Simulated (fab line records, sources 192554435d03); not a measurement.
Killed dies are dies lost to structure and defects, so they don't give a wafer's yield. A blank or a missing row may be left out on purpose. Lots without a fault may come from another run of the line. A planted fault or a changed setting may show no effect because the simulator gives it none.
Chamber matching | flow n5_finfet | N5_BEOL_M3_STRIP_19 on rie_diel-01: 4 sister chambers
The step strips in O2. 4 wafers are shown with their chamber, then 9 later ones without.

WAFERS WITH THEIR CHAMBER
wafer  | chamber | drypump_motor_current_A (A)
L088.5 | 1       | 5.8
L090.2 | 0       | 6.1
L090.4 | 3       | 5.4
L090.6 | 2       | 6.1

WAFERS WITHOUT THEIR CHAMBER
wafer  | drypump_motor_current_A (A)
L095.3 | 6.1
L095.4 | 5.8
L095.6 | 5.8
L096.2 | 6.0
L096.4 | 5.8
L096.6 | 5.4
L097.1 | 5.4
L097.2 | 6.1
L097.6 | 6.1

WHICH CHAMBER EACH WENT THROUGH
wafer  | from the rows above     | in truth
L095.3 | can't be placed: 0 or 2 | 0
L095.4 | 1                       | 1
L095.6 | 1                       | 1
L096.2 | can't be placed: 0 or 2 | 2
L096.4 | 1                       | 1
L096.6 | 3                       | 3
L097.1 | 3                       | 3
L097.2 | can't be placed: 0 or 2 | 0
L097.6 | can't be placed: 0 or 2 | 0
Placed correctly: 5 of 9. Can't be placed from these rows: 4 (the true chamber is among the candidates in 4). Placed wrongly: 0.
How it was worked out, from the rows above alone: a wafer's distance from a chamber is the root of the sum, over the readings, of the square of ((its reading less the chamber's mean) divided by the reading's scatter). The wafer belongs to the nearest chamber; if the next one is less than 2 further off, it can't be placed. A chamber's mean is the mean of its shown wafers. The scatter: with one shown wafer a chamber, the root of the mean of the squares of how far each hidden wafer lies from its nearest shown one.
